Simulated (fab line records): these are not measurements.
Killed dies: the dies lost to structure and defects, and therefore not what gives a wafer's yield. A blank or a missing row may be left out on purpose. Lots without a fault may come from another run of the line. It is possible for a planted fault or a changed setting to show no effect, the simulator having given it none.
A lot that was struck, set against a sound lot + flow n5_finfet + 33 out of 1938 route steps
Sound: these wafers, L230.3, L230.5, L230.6. Struck: wafer L243.6 (L243.1, L243.5, from the same lot, were not struck and are left out); the cause is given at the end.
At each step with rows: each side's tool, then ch and its chambers, then its first start. Under that, the readings that differ: sound wafers + struck wafers + difference of the means + sigmas: that difference in standard deviations of wafers without a fault.
alike: a reading whose means differ by less than 2 such deviations, as well as words and numbers matching on both sides. not compared: withheld readings; readings where some wafer has no value; bounds like >300 that might hide an equal value; numbers whose values overlap and for which the record gives no deviation.
Wherever a step has rows on one side only, a row that says differs or no value, or a row with sigmas, the two part there. Numbers that have no deviation but don't overlap get no sigmas and don't part them. Lack of a reading on every wafer of one side parts them only where that side has two or more wafers.

first, 7 steps without rows for these wafers: N5_BEOL_M15_COAT_22 (resist thk 800 nm); N5_BEOL_M15_EBR_24; N5_BEOL_M15_SOFTBAKE_23 (time 60 s); N5_BEOL_M15_EXPOSE_25 (exposes mask M15, target cd 400 nm); N5_BEOL_M15_PEB_26 (peb time 90 s); N5_BEOL_M15_DEVELOP_27 (develop time 45 s); N5_BEOL_M15_HARDBAKE_32 (time 120 s).
N5_BEOL_M15_CD_MEAS_28: the cd target is 407.6 nm.
  sound on cd_sem-01 ch 0, day 14 11:50; struck on cd_sem-02 ch 0, day 18 02:41
  alike: cd_nm
N5_BEOL_M15_OVL_MEAS_29:
  sound on overlay-02 ch 0, day 14 11:52; struck on overlay-01 ch 0, day 18 02:43
  alike: M15_OVL
N5_BEOL_M15_INSPECT_30: inspects for defects (macro).
  struck on defect_inspect-01, day 18 02:44; sound on defect_inspect-01, day 14 11:53
  alike: raw_defect_count
N5_BEOL_M15_DESCUM_33: chemistry O2, time 7.9 s.
  sound on rie_diel-02 ch 0,1, day 14 11:55; struck on rie_diel-02 ch 0, day 18 03:10
  alike: drypump_motor_current_A, oes_product_au, rf_vpp_V, showerhead_plenum_p_Torr, throttle_valve_pct
  not compared: rf_hours_counter_h
then, 1 step without rows for these wafers: N5_BEOL_M15_ETCH_61 (etches BARC in N2/H2, target depth 89 nm, overetch 26.7 nm, time 67.9 s).
N5_BEOL_M15_TRENCH_ETCH_34: etches SiO2 in C4F8/O2/Ar, target depth 872.93 nm, time 199 s.
  sound on rie_diel-02 ch 0,1, day 14 12:00; struck on rie_diel-02 ch 0, day 18 03:16
| reading                                    | sound             | struck | difference | sigmas |
|--------------------------------------------|-------------------|--------|------------|--------|
| model.etch.depth_nm (nm)                   | 843.7 843.6 891.6 | 976.1  | +116.5     |        |
| model.coat_of_BEOL_M15_COAT_22.thk_nm (nm) | 554.4 553.2 534.8 | 518.6  | -28.9      |        |
  alike: O2_flow_sccm, drypump_motor_current_A, mfc_ar_sccm, oes_ar_750_au, oes_product_au, rf_vpp_V, showerhead_plenum_p_Torr, throttle_valve_pct
  not compared: rf_hours_counter_h
N5_BEOL_M15_STRIP_36: strips in O2.
  sound on rie_diel-04 ch 1,2, day 14 12:43; struck on rie_diel-06 ch 2, day 18 07:59
  alike: drypump_motor_current_A, oes_product_au, rf_vpp_V, showerhead_plenum_p_Torr, throttle_valve_pct
  not compared: rf_hours_counter_h
then, 2 steps without rows for these wafers: N5_BEOL_M15_STRIP_62 (strips in O2); N5_BEOL_M15_STRIP_37 (strips in O2).
N5_BEOL_M15_ETCH_38: etches SiCN in CF4/N2, target depth 106.4 nm, time 120.5 s.
  sound: rie_diel-04 ch 1,2; struck: rie_diel-06 ch 2
  alike: drypump_motor_current_A, mfc_ar_sccm, oes_product_au, rf_vpp_V, showerhead_plenum_p_Torr, throttle_valve_pct
  not compared: rf_hours_counter_h
then, 5 steps without rows for these wafers: N5_BEOL_M15_PRECLEAN_39 (cleans in residue remover, time 60 s); N5_BEOL_M15_SRD_40 (time 30 s, dry time 30 s); N5_BEOL_M15_DEGAS_41 (time 60 s); N5_BEOL_M15_PRE_CLEAN_42 (time 30 s); N5_BEOL_M15_SPUTTER_43 (material TaN, target thk 15 nm, time 24.19 s).
N5_BEOL_M15_SPUTTER_44: material Ta, target thk 15 nm, time 24.19 s.
  struck on pvd_sputter-01, day 18 08:44; sound on pvd_sputter-03, day 14 13:46
  alike: throttle_valve_pct
then, 2 steps without rows for these wafers: N5_BEOL_M15_SPUTTER_45 (material Cu, target thk 100 nm, time 16.67 s); N5_BEOL_M15_ECD_47 (material Cu, target thk 1860 nm).
N5_BEOL_M15_ANNEAL_48: time 90 s.
  sound on rtp_anneal-01 ch 0, day 14 14:17; struck on rtp_anneal-01 ch 0, day 18 09:13
  alike: wafer_temp_C_max
N5_BEOL_M15_CMP_49: polishes, stops on SiO2, t overpolish 4.9 s, target thk 850 nm.
  sound on cmp-02 ch 0,1,2, day 14 14:34; struck on cmp-01 ch 2, day 18 09:39
| reading                                 | sound             | struck | difference | sigmas |
|-----------------------------------------|-------------------|--------|------------|--------|
| overpolish_run_s (s)                    | 4.894 4.903 4.912 | 4.885  | -0.018     | -2     |
| model.Cu_of_BEOL_M15_ECD_47.thk_nm (nm) | 819 821.6 868.6   | 951.2  | +114.8     |        |
  alike: barrier_field_endpoint_s, clearing_platen_down_force_psi, motor_current_A
  not compared: pad_life_wafers
N5_BEOL_M15_THK_MEAS_50: measures by xrf.
  struck on film_metro-02, day 18 09:57; sound on film_metro-01, day 14 14:47
| reading      | sound       | struck | difference | sigmas |
|--------------|-------------|--------|------------|--------|
| M15_THK (nm) | 825 830 877 | 959    | +115       | +6     |
then, 2 steps without rows for these wafers: N5_BEOL_M15_PRE_CLEAN_52 (time 15 s); N5_BEOL_M15_DEP_53 (deposits SiCN from 3MS/NH3, target thk 50 nm, time 17.8 s).
N5_BEOL_M15_RS_MEAS_54: measurement is done with a four-point probe.
  struck on film_metro-01, day 18 10:04; sound on film_metro-02, day 14 14:55
| reading         | sound                | struck | difference | sigmas |
|-----------------|----------------------|--------|------------|--------|
| M15_RS (ohm/sq) | 0.0224 0.0223 0.0212 | 0.0192 | -0.0028    | -5     |
N5_BEOL_M15_INSPECT_55: inspects for defects (darkfield).
  struck on defect_inspect-01, day 18 10:06; sound on defect_inspect-02, day 14 14:57
  alike: raw_defect_count
N5_PASSIVATION_PROBE_49:
  record: rows for the struck wafers here (prober-02, day 19 02:50), none for the sound ones

## WHERE THEY PART
First at N5_BEOL_M15_CMP_49; last, within this record, at N5_PASSIVATION_PROBE_49.

WHY: what had been put in by the simulator
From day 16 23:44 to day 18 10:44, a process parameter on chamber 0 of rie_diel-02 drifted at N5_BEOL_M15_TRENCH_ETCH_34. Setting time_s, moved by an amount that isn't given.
